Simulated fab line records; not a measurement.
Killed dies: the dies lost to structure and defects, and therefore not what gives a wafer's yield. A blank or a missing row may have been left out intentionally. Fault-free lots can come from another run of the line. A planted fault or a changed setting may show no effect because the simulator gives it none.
Matching of chambers :: flow n5_finfet :: N5_BEOL_M10_ETCH_66 on rie_diel-04: 4 sister chambers
The step etches SOC in N2/H2, target depth 120 nm, overetch 24 nm, time 180 s. 8 wafers are shown with their chamber, then 10 later ones without.

== WAFERS WITH THEIR CHAMBER ==
wafer: L084.2
chamber: 0
drypump_motor_current_A (A): 6.2
throttle_valve_pct (%): 17.62

wafer: L084.4
chamber: 2
drypump_motor_current_A (A): 5.6
throttle_valve_pct (%): 18.22

wafer: L084.5
chamber: 0
drypump_motor_current_A (A): 6.2
throttle_valve_pct (%): 17.62

wafer: L086.2
chamber: 2
drypump_motor_current_A (A): 5.6
throttle_valve_pct (%): 18.22

wafer: L086.3
chamber: 3
drypump_motor_current_A (A): 5.5
throttle_valve_pct (%): 17.85

wafer: L086.4
chamber: 1
drypump_motor_current_A (A): 6.3
throttle_valve_pct (%): 17.61

wafer: L089.2
chamber: 3
drypump_motor_current_A (A): 5.5
throttle_valve_pct (%): 17.84

wafer: L089.3
chamber: 1
drypump_motor_current_A (A): 6.2
throttle_valve_pct (%): 17.61

== WAFERS MISSING THEIR CHAMBER ==
wafer: L089.5
drypump_motor_current_A (A): 6.3
throttle_valve_pct (%): 17.62

wafer: L088.1
drypump_motor_current_A (A): 5.5
throttle_valve_pct (%): 17.85

wafer: L088.2
drypump_motor_current_A (A): 5.5
throttle_valve_pct (%): 18.23

wafer: L088.4
drypump_motor_current_A (A): 6.3
throttle_valve_pct (%): 17.61

wafer: L090.2
drypump_motor_current_A (A): 6.2
throttle_valve_pct (%): 17.63

wafer: L090.3
drypump_motor_current_A (A): 6.3
throttle_valve_pct (%): 17.61

wafer: L090.6
drypump_motor_current_A (A): 5.6
throttle_valve_pct (%): 18.25

wafer: L096.2
drypump_motor_current_A (A): 6.3
throttle_valve_pct (%): 17.66

wafer: L096.3
drypump_motor_current_A (A): 5.5
throttle_valve_pct (%): 17.89

wafer: L096.6
drypump_motor_current_A (A): 6.2
throttle_valve_pct (%): 17.67

== WHICH CHAMBER EACH ONE RAN IN ==
wafer: L089.5
from the rows above: can't be placed: 0 or 1
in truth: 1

wafer: L088.1
from the rows above: 3
in truth: 3

wafer: L088.2
from the rows above: 2
in truth: 2

wafer: L088.4
from the rows above: 1
in truth: 1

wafer: L090.2
from the rows above: 0
in truth: 0

wafer: L090.3
from the rows above: 1
in truth: 1

wafer: L090.6
from the rows above: 2
in truth: 2

wafer: L096.2
from the rows above: 0
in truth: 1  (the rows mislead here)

wafer: L096.3
from the rows above: 3
in truth: 3

wafer: L096.6
from the rows above: 0
in truth: 0
Placed correctly: 8 of 10. Can't be placed from these rows: 1 (the true chamber is among the candidates in 1). Wrongly placed: 1.
How it was worked out, from the rows above alone: a wafer's distance from a chamber is the root of the sum, over the readings, of the square of ((its reading less the chamber's mean) divided by the reading's scatter). If the next closest chamber is less than 2 further off than the closest, the wafer can't be placed; otherwise it belongs to the closest. The mean given for a chamber averages the wafers shown for that chamber. The scatter: take each reading less its chamber's mean, square it, sum over the shown wafers, divide by the number of wafers less the number of chambers, and take the root.
